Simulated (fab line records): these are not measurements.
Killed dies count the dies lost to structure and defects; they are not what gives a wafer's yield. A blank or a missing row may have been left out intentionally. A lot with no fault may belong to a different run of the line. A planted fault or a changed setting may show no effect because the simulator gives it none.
fab line records + flow n5-finfet
record
- lots=4
- wafers=12
- last-day=20
route steps=1938 shown BEOL_M4@1099 BEOL_M5@1112 BEOL_M6@1254 PASSIVATION@1936
lots that met no fault: from a run of the same line without faults
start-h: hours from the record's opening day to when the first of the lot's shown wafers began + wait-h: hours since the lot's step before + " same as the row above + L1.1+2: one row covering several wafers at once + - either no value or no given start + * or withheld: withheld + < > ~ a bound
route shown NAME@n: names a module that has steps shown in the file, with the first one's number in the route + usual: mean/standard deviation of fault-free wafers + same: alike in all rows + chamber/n: place in a boat + sites: each site's reading + _std_site: standard deviation of those values + _edge_site: mean of outer sites minus mean of inner sites + radius-mm: for every site, how far away it sits from the centre of the wafer + mask NAME#n: copy n + behind: the most recent tool/chamber to have shaped the wafer + hold: why the lot was held/for how many hours/how that ended + device: names the non-switching transistor (n, p or np) + end of line: tests run on the same wafers once the route is complete + a step given without rows: its recipe and nothing more + killed: not the wafer's yield, but the dies lost to structure and defects at the first sort + map: per-die view of a wafer (x killed, . not killed, _ where there is no die)
set.NAME: the setting that was run; set.NAME@STEP: the one run at that earlier step + model.NAME: the simulator's own value behind a step, which no gauge read
lots at some steps of the route; a table a step, a row a wafer
services: when a tool's chamber went out of use (start-h, in hours from the record's first day, below 0 if earlier), for how many hours, and the reason
## steps
# step N5_BEOL_M4_ANNEAL_95
# recipe
- temp-c=400
- time-s=240
- ambient=vacuum
# step N5_BEOL_M4_SPUTTER_96
# recipe
- material=Cu
- target-thk-a=45
- temp-c=-20
- chamber-pressure-pa=0.07
- power-w=withheld
- time-s=8.29
# step N5_BEOL_M4_ECD_50
# recipe
- material=Cu
- target-thk-a=3000
# step N5_BEOL_M4_ANNEAL_51
# recipe
- temp-c=225
- time-s=90
- ambient=N2
# step N5_BEOL_M4_CMP_52
# recipe
- stop-on=SiOC
- t-overpolish-s=6.8
- down-force-psi=1
- platen-rpm=50
- clearing-platen-down-force-psi=1.5
- clearing-platen-rpm=50
- post-cmp-clean=cu-alkaline
- target-thk-nm=40
- clearing-platen-pad-velocity-m-s=0.99484
- pad-velocity-m-s=0.99484
# step N5_BEOL_M4_PRE_CLEAN_60
# recipe
- gas=NH3/H2
- time-s=15
- temp-c=*
- rf-power-w=300
# step N5_BEOL_M4_CO_CAP_55
# recipe
- material=Co
- target-thk-a=20
- temp-c=200
- precursor=CCTBA/H2
- pressure-torr=30
- time-s=102.1
# step N5_BEOL_M4_PRE_CLEAN_56
# recipe
- gas=NH3
- time-s=15
- temp-c=withheld
- rf-power-w=300
# step N5_BEOL_M4_DEP_57
# recipe
- material=SiCN
- target-thk-a=80
- temp-c=withheld
- precursor=3MS/NH3
- pressure-torr=3
- rf-w=202
- time-s=14
# step N5_BEOL_M4_RC_MEAS_101
# usual
- DIBL_N=36.0/1.9
- DIBL_P=35.6/2.2
- IOFF_N=0.15/0.031
- IOFF_P=0.19/0.032
- ION_N=668/11
- ION_P=455/7.2
- SS_N=71.5/0.65
- SS_P=73.4/0.64
- VT_N=251/3.6
- VT_P=-253/3.3
| lot.wafer | tool      | chamber | start-h | wait-h | DIBL_N[mV/V] | DIBL_P[mV/V] | IOFF_N[nA/um] | IOFF_P[nA/um] | ION_N[uA/um] | ION_P[uA/um] | SS_N[mV/dec] | SS_P[mV/dec] | VT_N[mV] | VT_P[mV] |
|-----------|-----------|---------|---------|--------|--------------|--------------|---------------|---------------|--------------|--------------|--------------|--------------|----------|----------|
| L281.3    | prober-02 | 0       | 304.51  | 0.3    | 36.6         | 37.1         | 0.17          | 0.19          | 672          | 455          | 71.6         | 73.1         | 247      | -253     |
| L281.4    | "         | 0       | "       | "      | 36.5         | 37.5         | 0.16          | 0.20          | 669          | 453          | 71.7         | 73.2         | 250      | -252     |
| L281.6    | "         | 0       | "       | "      | 35.4         | 35.7         | 0.14          | 0.17          | 660          | 449          | 71.6         | 73.2         | 256      | -255     |
| L283.1    | prober-01 | 0       | 305.61  | 0.0    | 37.3         | 40.1         | 0.18          | 0.23          | 659          | 450          | 72.7         | 75.0         | 249      | -251     |
| L283.4    | "         | 0       | "       | "      | 36.8         | 37.6         | 0.17          | 0.18          | 673          | 447          | 71.9         | 72.8         | 249      | -256     |
| L283.6    | "         | 0       | "       | "      | 33.6         | 34.6         | 0.13          | 0.15          | 657          | 451          | 71.3         | 72.6         | 253      | -257     |
| L287.3    | prober-01 | 0       | 332.21  | 0.3    | 39.9         | 40.0         | 0.25          | 0.25          | 690          | 463          | 72.6         | 74.3         | 243      | -250     |
| L287.4    | "         | 0       | "       | "      | 36.7         | 36.0         | 0.16          | 0.19          | 667          | 454          | 71.5         | 73.2         | 245      | -256     |
| L287.5    | "         | 0       | "       | "      | 39.0         | 38.2         | 0.20          | 0.22          | 683          | 455          | 71.3         | 74.4         | 248      | -249     |
| L291.3    | prober-01 | 0       | 361.83  | 0.3    | 35.6         | 34.6         | 0.14          | 0.20          | 657          | 454          | 71.8         | 73.5         | 250      | -249     |
| L291.5    | "         | 0       | "       | "      | 36.1         | 34.3         | 0.14          | 0.18          | 666          | 448          | 71.8         | 73.3         | 255      | -252     |
| L291.6    | "         | 0       | "       | "      | 35.4         | 34.2         | 0.13          | 0.20          | 672          | 464          | 70.9         | 73.3         | 251      | -250     |
# step N5_BEOL_M5_ILD_DEP_00
# recipe
- material=SiCOH_lowk
- target-thk-a=1406.4
- temp-c=300
- precursor=DEMS/porogen
- pressure-torr=5
- rf-w=500
- time-s=25.9
# step N5_BEOL_M5_CURE_79
# recipe
- temp-c=385
- time-s=240
- ambient=He/Ar
- material=SiCOH_lowk
# step N5_BEOL_M5_PECVD_70
# recipe
- material=SiO2
- target-thk-a=160
- temp-c=400
- precursor=TEOS/O2
- pressure-torr=5.5
- rf-w=450
- teos-flow-sccm=53.8
- gas=O2
- flow-sccm=3000
- time-s=18
# step N5_BEOL_M5_HM_DEP_02
# recipe
- material=TiN
- target-thk-a=200
- temp-c=25
- chamber-pressure-pa=0.49996
# step N5_BEOL_M5_COAT_59
# recipe
- resist=SOC
- temp-c=250
- time-s=60
- spin-rpm=1500
- resist-thk-nm=60
# step N5_BEOL_M5_COAT_60
# recipe
- resist=SiARC
- temp-c=220
- time-s=60
- spin-rpm=1500
- resist-thk-nm=12
# step N5_BEOL_M5_COAT_71
# recipe
- resist=underlayer
- temp-c=205
- time-s=60
- spin-rpm=1500
- resist-thk-nm=5
# step N5_BEOL_M5_COAT_05
# recipe
- resist=CAR-EUV
- spin-rpm=1500
- resist-thk-nm=30
# step N5_BEOL_M5_EBR_07
# recipe
- solvent=PGMEA
- ebr-width-mm=1.5
# step N5_BEOL_M5_SOFTBAKE_06
# recipe
- temp-c=110
- time-s=60
- resist=CAR-EUV
# step N5_BEOL_M5_EXPOSE_08
# recipe
- mask-id=M5
- na=0.33
- source-shape=annular
- sigma-inner=0.4
- sigma-outer=0.8
- polarization=unpolarized
- target-cd-nm=28
- dose-mj=35.75
# step N5_BEOL_M5_PEB_09
# recipe
- peb-temp-c=100
- peb-time-s=60
- resist=CAR-EUV
# step N5_BEOL_M5_DEVELOP_10
# recipe
- develop-time-s=30
- developer=TMAH
- resist=CAR-EUV
- rinse-liquid=surfactant-rinse
- dry=air-spin
- dev-temp-c=23
# step N5_BEOL_M5_DESCUM_16
# recipe
- chemistry=O2
- time-s=7
- source-power-w=50
- bias-power-w=20
- pressure-mtorr=20
- rf-frequency-hz=2.712e+07
- temp-c=40
- resist=CAR-EUV
- o2-flow-sccm=225
# step N5_BEOL_M5_ETCH_72
# recipe
- chemistry=N2/H2
- target=underlayer
- target-depth-a=65
- mask-material=CAR-EUV
- time-s=5.2
- ion-energy-ev=200
- pressure-mtorr=30
- source-w=840
- bias-w=150
- n2-flow-sccm=200
- h2-flow-sccm=200
- ends=cleared
# step N5_BEOL_M5_ETCH_61
# recipe
- chemistry=CF4
- target=SiARC
- target-depth-a=156
- mask-material=CAR-EUV
- time-s=26
- ion-energy-ev=80
- pressure-mtorr=40
- source-w=545
- bias-w=36
- Ar_flow_sccm=100
- cf4-flow-sccm=100
- ends=cleared
# step N5_BEOL_M5_ETCH_62
# recipe
- chemistry=N2/H2
- target=SOC
- target-depth-a=750
- overetch-a=150
- mask-material=SiARC
- temp-c=40
- time-s=112.5
- ion-energy-ev=200
- pressure-mtorr=30
- source-w=840
- bias-w=150
- n2-flow-sccm=200
- h2-flow-sccm=200
# step N5_BEOL_M5_STRIP_63
# recipe
- chemistry=N2/H2
- temp-c=40
- n2-flow-sccm=200
- h2-flow-sccm=200
- rf-frequency-hz=6e+07
# step N5_BEOL_M5_STRIP_73
# recipe
- chemistry=N2/H2
- temp-c=40
- n2-flow-sccm=200
- h2-flow-sccm=200
- rf-frequency-hz=6e+07
# step N5_BEOL_M5_STRIP_64
# recipe
- chemistry=CF4
- resist=SiARC
- power-w=300
- bias-power-w=75
- pressure-mtorr=50
- cf4-flow-sccm=150
- rf-frequency-hz=6e+07
# step N5_BEOL_M5_HM_OPEN_17
# recipe
- chemistry=Cl2/BCl3
- target-depth-a=200
- overetch-a=60
- target=TiN
- mask-material=SOC
- ion-energy-ev=150
- pressure-mtorr=10
- icp-w=1000
- bias-w=126
- Cl2_flow_sccm=53.25
- bcl3-flow-sccm=21.75
- Ar_flow_sccm=25
# step N5_BEOL_M5_STRIP_19
# recipe
- chemistry=O2
- power-w=400
- temp-c=40
- pressure-mtorr=30
- rf-frequency-hz=6e+07
- bias-power-w=0
- overash-fraction=0.2
- o2-flow-sccm=225
# step N5_BEOL_M5_COAT_65
# recipe
- resist=SOC
- temp-c=250
- time-s=60
- spin-rpm=1500
- resist-thk-nm=60
# step N5_BEOL_M5_COAT_66
# recipe
- resist=SiARC
- temp-c=220
- time-s=60
- spin-rpm=1500
- resist-thk-nm=12
# step N5_BEOL_M6_SPUTTER_48
# recipe
- material=Cu
- target-thk-a=100
- temp-c=-20
- bias-v=60
- power-w=26000
- chamber-pressure-pa=0.13
- time-s=1.667
# usual
- bias-v=60.0/0.57
- cathode-dc-power-W=26000/4.6
- chuck-sensor-temp-C=-16.0/0.59
- throttle-valve-pct=29.8/0.74
| lot.wafer | tool           | chamber | start-h | wait-h | bias-v | cathode-dc-power-W | chuck-sensor-temp-C | throttle-valve-pct |
|-----------|----------------|---------|---------|--------|--------|--------------------|---------------------|--------------------|
| L281.3    | pvd-sputter-02 | -       | 323.30  | 0.3    | -      | -                  | -                   | -                  |
| L281.4    | "              | -       | "       | "      | -      | -                  | -                   | -                  |
| L281.6    | "              | -       | "       | "      | -      | -                  | -                   | -                  |
| L283.1    | pvd-sputter-03 | -       | 327.25  | 0.1    | -      | -                  | -                   | -                  |
| L283.4    | "              | -       | "       | "      | -      | -                  | -                   | -                  |
| L283.6    | "              | -       | "       | "      | -      | -                  | -                   | -                  |
| L287.3    | pvd-sputter-03 | -       | 352.90  | 0.1    | 59.6   | 26001              | -15.5               | 29.2               |
| L287.4    | "              | -       | "       | "      | 61.1   | 26004              | -15.9               | 29.3               |
| L287.5    | "              | -       | "       | "      | 60.5   | 26002              | -15.8               | 29.2               |
| L291.3    | pvd-sputter-03 | -       | 383.94  | 0.3    | 59.8   | 26001              | -16.0               | 29.4               |
| L291.5    | "              | -       | "       | "      | 58.9   | 26008              | -15.7               | 29.1               |
| L291.6    | "              | -       | "       | "      | 60.8   | 26001              | -16.4               | 30.9               |
# step N5_BEOL_M6_CMP_52
# recipe
- stop-on=SiCOH_lowk
- t-overpolish-s=6.9
- down-force-psi=1
- platen-rpm=50
- clearing-platen-down-force-psi=1.5
- clearing-platen-rpm=50
- post-cmp-clean=cu-alkaline
- target-thk-nm=80
- clearing-platen-pad-velocity-m-s=0.99484
- pad-velocity-m-s=0.99484
# usual
- motor-current-A=5.8/0.44
- time-to-endpoint-s=63/3.5
| lot.wafer | tool   | chamber | start-h | wait-h | motor-current-A | time-to-endpoint-s |
|-----------|--------|---------|---------|--------|-----------------|--------------------|
| L281.3    | cmp-01 | 2       | 323.85  | 0.2    | 5.7             | 1                  |
| L281.4    | "      | 3       | "       | "      | 6.2             | 0                  |
| L281.6    | "      | 1       | "       | "      | 5.9             | 1                  |
| L283.4    | cmp-01 | 3       | 329.45  | 0.2    | 6.1             | 0                  |
| L283.1    | "      | 0       | "       | "      | 5.7             | 0                  |
| L283.6    | "      | 3       | "       | "      | 6.4             | 0                  |
| L287.3    | cmp-01 | 2       | 354.05  | 0.3    | 5.6             | 59                 |
| L287.4    | "      | 3       | "       | "      | 6.5             | 61                 |
| L287.5    | "      | 0       | "       | "      | 5.9             | 59                 |
| L291.3    | cmp-02 | 1       | 384.76  | 0.3    | 5.3             | 63                 |
| L291.5    | "      | 2       | "       | "      | 5.9             | 67                 |
| L291.6    | "      | 3       | "       | "      | 6.7             | 62                 |
# step N5_PASSIVATION_PROBE_49
# usual
- defect-limited-yield=91.3/1.4
- killed_at_M0_to_M3=34/10
- killed_at_M4_up=14/5.5
- killed-at-contacts=12/6
- killed-at-front-end=40/10
- killed-at-other=3.0/2.4
- killed-dies=103/17
- killed-on-rim=13/4.3
- killed-open=68/13
- killed-short=34/7.8
- sort_bin_4_leakage=0.00/0.014
- sort_bin_5_function=5.1/0.97
- sort_bin_6_memory=3.3/0.66
- sort-n-pass=1077/17
- sort-yield-pct=91.2/1.4
# same
- gross-dies=1180
- killed-at-back-side=0
- sort_bin_8_speed[%]=0
| lot.wafer | tool      | chamber | start-h | wait-h | defect-limited-yield[%] | killed_at_M0_to_M3 | killed_at_M4_up | killed-at-contacts | killed-at-front-end | killed-at-other | killed-dies | killed-on-rim | killed-open | killed-short | sort_bin_4_leakage[%] | sort_bin_5_function[%] | sort_bin_6_memory[%] | sort-n-pass | sort-yield-pct[%] |
|-----------|-----------|---------|---------|--------|-------------------------|--------------------|-----------------|--------------------|---------------------|-----------------|-------------|---------------|-------------|--------------|-----------------------|------------------------|----------------------|-------------|-------------------|
| L281.3    | prober-02 | -       | 410.20  | 0.1    | 0                       | 26                 | 1094            | 12                 | 45                  | 3               | 1180        | 152           | 82          | 22           | 0                     | 96.4                   | 3.6                  | 0           | 0                 |
| L281.4    | prober-02 | -       | 410.25  | 0.2    | 0                       | 33                 | 1076            | 11                 | 58                  | 2               | 1180        | 152           | 79          | 33           | 0                     | 96.2                   | 3.4                  | 0           | 0                 |
| L281.6    | prober-02 | -       | 410.35  | 0.3    | 0                       | 27                 | 1094            | 14                 | 39                  | 6               | 1180        | 152           | 71          | 26           | 0                     | 96.5                   | 3.1                  | 0           | 0                 |
| L283.1    | prober-01 | -       | 416.60  | 0.0    | 0                       | 51                 | 1087            | 6                  | 35                  | 1               | 1180        | 152           | 80          | 33           | 0                     | 96.4                   | 3.5                  | 0           | 0                 |
| L283.4    | prober-01 | -       | 416.75  | 0.2    | 0                       | 41                 | 1084            | 8                  | 43                  | 4               | 1180        | 152           | 52          | 48           | 0                     | 96.4                   | 3.3                  | 0           | 0                 |
| L283.6    | prober-01 | -       | 416.85  | 0.3    | 0                       | 33                 | 1096            | 8                  | 42                  | 1               | 1180        | 152           | 67          | 30           | 0                     | 96.8                   | 3.0                  | 0           | 0                 |
| L291.3    | prober-02 | -       | 475.40  | 0.1    | 89.2                    | 44                 | 6               | 19                 | 49                  | 9               | 127         | 14            | 79          | 46           | 0                     | 6.4                    | 3.8                  | 1053        | 89.2              |
| L291.5    | prober-02 | -       | 475.50  | 0.2    | 91.8                    | 34                 | 10              | 7                  | 42                  | 4               | 97          | 17            | 55          | 41           | 0                     | 4.6                    | 3.0                  | 1083        | 91.8              |
| L291.6    | prober-02 | -       | 475.55  | 0.3    | 91.3                    | 21                 | 12              | 16                 | 49                  | 5               | 103         | 14            | 66          | 37           | 0                     | 5.0                    | 3.6                  | 1077        | 91.3              |
# killed by level:class
L281.3 BEOL_M6:area-sputter=550 BEOL_M6:area-ecd=526 STI_FIN_REVEAL:geometric-particle:open=16 MOL_CONTACT_COAG:geometric-particle:open=12 BEOL_M2:geometric-particle:open=10 FIN_SAQP:geometric-particle:open=7 BEOL_M4:geometric-particle:open=6 BEOL_M3:geometric-particle:open=6
L281.4 BEOL_M6:area-ecd=539 BEOL_M6:area-sputter=528 STI_FIN_REVEAL:geometric-particle:open=31 MOL_CONTACT_COAG:geometric-particle:open=9 BEOL_M3:geometric-particle:open=7 BEOL_M0_SAQP:geometric-particle:short=6 BEOL_M2:geometric-particle:open=5 FIN_SAQP:geometric-particle:open=4
L281.6 BEOL_M6:area-sputter=557 BEOL_M6:area-ecd=525 FIN_SAQP:geometric-particle:open=18 MOL_CONTACT_COAG:geometric-particle:open=11 FIN_SAQP:geometric-particle:short=8 BEOL_M0_SAQP:geometric-particle:short=7 BEOL_M0:geometric-particle:open=7 BEOL_M0_SAQP:geometric-particle:open=5
L283.1 BEOL_M6:area-ecd=547 BEOL_M6:area-sputter=520 BEOL_M3:geometric-particle:open=13 BEOL_M0_SAQP:geometric-particle:short=11 BEOL_M0_SAQP:geometric-particle:open=9 BEOL_M1:geometric-particle:open=9 BEOL_M4:geometric-particle:open=9 FIN_SAQP:geometric-particle:short=7
L283.4 BEOL_M6:area-sputter=547 BEOL_M6:area-ecd=532 FIN_SAQP:geometric-particle:short=14 BEOL_M3:geometric-particle:open=11 BEOL_M0_SAQP:geometric-particle:short=9 MOL_CONTACT_COAG:geometric-particle:open=7 BEOL_M0_SAQP:geometric-particle:open=6 DUMMY_GATE:geometric-particle:open=5
L283.6 BEOL_M6:area-ecd=571 BEOL_M6:area-sputter=512 STI_FIN_REVEAL:geometric-particle:open=12 BEOL_M3:geometric-particle:open=11 BEOL_M4:geometric-particle:open=9 FIN_SAQP:geometric-particle:short=8 FIN_SAQP:geometric-particle:open=8 MOL_CONTACT_COAG:geometric-particle:open=7
L291.3 MOL_CONTACT_COAG:geometric-particle:open=17 FIN_SAQP:geometric-particle:short=13 STI_FIN_REVEAL:geometric-particle:open=11 BEOL_M2:geometric-particle:open=10 BEOL_M0_SAQP:geometric-particle:short=9 FIN_SAQP:geometric-particle:open=7 BEOL_M1:geometric-particle:open=7 BEOL_M3:geometric-particle:open=5
L291.5 FIN_SAQP:geometric-particle:short=11 BEOL_M1:geometric-particle:open=9 FIN_SAQP:geometric-particle:open=8 BEOL_M3:geometric-particle:short=7 DUMMY_GATE:geometric-particle:open=5 BEOL_M3:geometric-particle:open=5 STI_FIN_REVEAL:geometric-particle:open=4 MOL_CONTACT_COAG:geometric-particle:open=4
L291.6 FIN_SAQP:geometric-particle:open=14 STI_FIN_REVEAL:geometric-particle:open=12 MOL_CONTACT_COAG:geometric-particle:open=12 FIN_SAQP:geometric-particle:short=8 BEOL_M3:geometric-particle:short=7 GATE_CUT:geometric-particle:short=4 GATE_CUT:geometric-particle:open=4 MOL_CONTACT_COAG:geometric-particle:short=4
# map L281.3 (x killed, . not)
_________________xxxxxxxxxxxx________________
______________xxxxxxxxxxxxxxxxxx_____________
___________xxxxxxxxxxxxxxxxxxxxxxxx__________
__________xxxxxxxxxxxxxxxxxxxxxxxxxx_________
________xxxxxxxxxxxxxxxxxxxxxxxxxxxxxx_______
_______xxxxxxxxxxxxxxxxxxxxxxxxxxxxxxxx______
______xxxxxxxxxxxxxxxxxxxxxxxxxxxxxxxxxx_____
_____xxxxxxxxxxxxxxxxxxxxxxxxxxxxxxxxxxxx____
____xxxxxxxxxxxxxxxxxxxxxxxxxxxxxxxxxxxxxx___
___xxxxxxxxxxxxxxxxxxxxxxxxxxxxxxxxxxxxxxxx__
___xxxxxxxxxxxxxxxxxxxxxxxxxxxxxxxxxxxxxxxx__
__xxxxxxxxxxxxxxxxxxxxxxxxxxxxxxxxxxxxxxxxxx_
__xxxxxxxxxxxxxxxxxxxxxxxxxxxxxxxxxxxxxxxxxx_
_xxxxxxxxxxxxxxxxxxxxxxxxxxxxxxxxxxxxxxxxxxxx
_xxxxxxxxxxxxxxxxxxxxxxxxxxxxxxxxxxxxxxxxxxxx
_xxxxxxxxxxxxxxxxxxxxxxxxxxxxxxxxxxxxxxxxxxxx
_xxxxxxxxxxxxxxxxxxxxxxxxxxxxxxxxxxxxxxxxxxxx
_xxxxxxxxxxxxxxxxxxxxxxxxxxxxxxxxxxxxxxxxxxxx
_xxxxxxxxxxxxxxxxxxxxxxxxxxxxxxxxxxxxxxxxxxxx
_xxxxxxxxxxxxxxxxxxxxxxxxxxxxxxxxxxxxxxxxxxxx
_xxxxxxxxxxxxxxxxxxxxxxxxxxxxxxxxxxxxxxxxxxxx
__xxxxxxxxxxxxxxxxxxxxxxxxxxxxxxxxxxxxxxxxxx_
__xxxxxxxxxxxxxxxxxxxxxxxxxxxxxxxxxxxxxxxxxx_
___xxxxxxxxxxxxxxxxxxxxxxxxxxxxxxxxxxxxxxxx__
___xxxxxxxxxxxxxxxxxxxxxxxxxxxxxxxxxxxxxxxx__
____xxxxxxxxxxxxxxxxxxxxxxxxxxxxxxxxxxxxxx___
_____xxxxxxxxxxxxxxxxxxxxxxxxxxxxxxxxxxxx____
______xxxxxxxxxxxxxxxxxxxxxxxxxxxxxxxxxx_____
_______xxxxxxxxxxxxxxxxxxxxxxxxxxxxxxxx______
________xxxxxxxxxxxxxxxxxxxxxxxxxxxxxx_______
__________xxxxxxxxxxxxxxxxxxxxxxxxxx_________
___________xxxxxxxxxxxxxxxxxxxxxxxx__________
______________xxxxxxxxxxxxxxxxxx_____________
_________________xxxxxxxxxxxx________________
# map L283.1 (x killed, . not)
_________________xxxxxxxxxxxx________________
______________xxxxxxxxxxxxxxxxxx_____________
___________xxxxxxxxxxxxxxxxxxxxxxxx__________
__________xxxxxxxxxxxxxxxxxxxxxxxxxx_________
________xxxxxxxxxxxxxxxxxxxxxxxxxxxxxx_______
_______xxxxxxxxxxxxxxxxxxxxxxxxxxxxxxxx______
______xxxxxxxxxxxxxxxxxxxxxxxxxxxxxxxxxx_____
_____xxxxxxxxxxxxxxxxxxxxxxxxxxxxxxxxxxxx____
____xxxxxxxxxxxxxxxxxxxxxxxxxxxxxxxxxxxxxx___
___xxxxxxxxxxxxxxxxxxxxxxxxxxxxxxxxxxxxxxxx__
___xxxxxxxxxxxxxxxxxxxxxxxxxxxxxxxxxxxxxxxx__
__xxxxxxxxxxxxxxxxxxxxxxxxxxxxxxxxxxxxxxxxxx_
__xxxxxxxxxxxxxxxxxxxxxxxxxxxxxxxxxxxxxxxxxx_
_xxxxxxxxxxxxxxxxxxxxxxxxxxxxxxxxxxxxxxxxxxxx
_xxxxxxxxxxxxxxxxxxxxxxxxxxxxxxxxxxxxxxxxxxxx
_xxxxxxxxxxxxxxxxxxxxxxxxxxxxxxxxxxxxxxxxxxxx
_xxxxxxxxxxxxxxxxxxxxxxxxxxxxxxxxxxxxxxxxxxxx
_xxxxxxxxxxxxxxxxxxxxxxxxxxxxxxxxxxxxxxxxxxxx
_xxxxxxxxxxxxxxxxxxxxxxxxxxxxxxxxxxxxxxxxxxxx
_xxxxxxxxxxxxxxxxxxxxxxxxxxxxxxxxxxxxxxxxxxxx
_xxxxxxxxxxxxxxxxxxxxxxxxxxxxxxxxxxxxxxxxxxxx
__xxxxxxxxxxxxxxxxxxxxxxxxxxxxxxxxxxxxxxxxxx_
__xxxxxxxxxxxxxxxxxxxxxxxxxxxxxxxxxxxxxxxxxx_
___xxxxxxxxxxxxxxxxxxxxxxxxxxxxxxxxxxxxxxxx__
___xxxxxxxxxxxxxxxxxxxxxxxxxxxxxxxxxxxxxxxx__
____xxxxxxxxxxxxxxxxxxxxxxxxxxxxxxxxxxxxxx___
_____xxxxxxxxxxxxxxxxxxxxxxxxxxxxxxxxxxxx____
______xxxxxxxxxxxxxxxxxxxxxxxxxxxxxxxxxx_____
_______xxxxxxxxxxxxxxxxxxxxxxxxxxxxxxxx______
________xxxxxxxxxxxxxxxxxxxxxxxxxxxxxx_______
__________xxxxxxxxxxxxxxxxxxxxxxxxxx_________
___________xxxxxxxxxxxxxxxxxxxxxxxx__________
______________xxxxxxxxxxxxxxxxxx_____________
_________________xxxxxxxxxxxx________________
## services
| tool           | chamber | start-h | hours | kind   |
|----------------|---------|---------|-------|--------|
| cmp-02         | -       | 315.41  | 6.9   | repair |
| cmp-01         | -       | 340.27  | 5.2   | pm     |
| pvd-sputter-02 | -       | 351.20  | 11.7  | repair |
| cmp-01         | -       | 358.56  | 0.3   | repair |
| cmp-02         | -       | 373.95  | 0.8   | repair |
| pvd-sputter-03 | -       | 378.22  | 3.7   | repair |
## key
first-sign
- step=N5_BEOL_M6_SPUTTER_48
- reading=tool-record
- direction=missing
effect
- step=N5_BEOL_M6_CMP_52
- reading=time-to-endpoint-s
- direction=down
- sigmas=18
- usual=*
- struck=*
effect
- step=N5_PASSIVATION_PROBE_49
- reading=killed_at_M4_up
- direction=up
- sigmas=99+
- usual=14
- struck=1088
more-kills-born-at
- N5_BEOL_M6_ECD_50@ecd-cu-01=3240
- N5_BEOL_M6_SPUTTER_48@pvd-sputter-02=1635
- N5_BEOL_M6_SPUTTER_48@pvd-sputter-03=1579
met-at N5_BEOL_M6_SPUTTER_48
struck-wafers L281.3,L281.4,L281.6,L283.1,L283.4,L283.6
later-rows-left-out L281.3,L281.4,L281.6,L283.1,L283.4,L283.6
fault
- kind=skipped-step-whole
- tool=pvd-sputter-02,pvd-sputter-03
- chamber=-
- onset-h=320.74
- steps=N5_BEOL_M6_SPUTTER_48
- scope=struck-lots-only
# later-rows-left-out: the simulator's readings of these wafers behind a module that went badly wrong aren't trusted and aren't shown, but for the sort
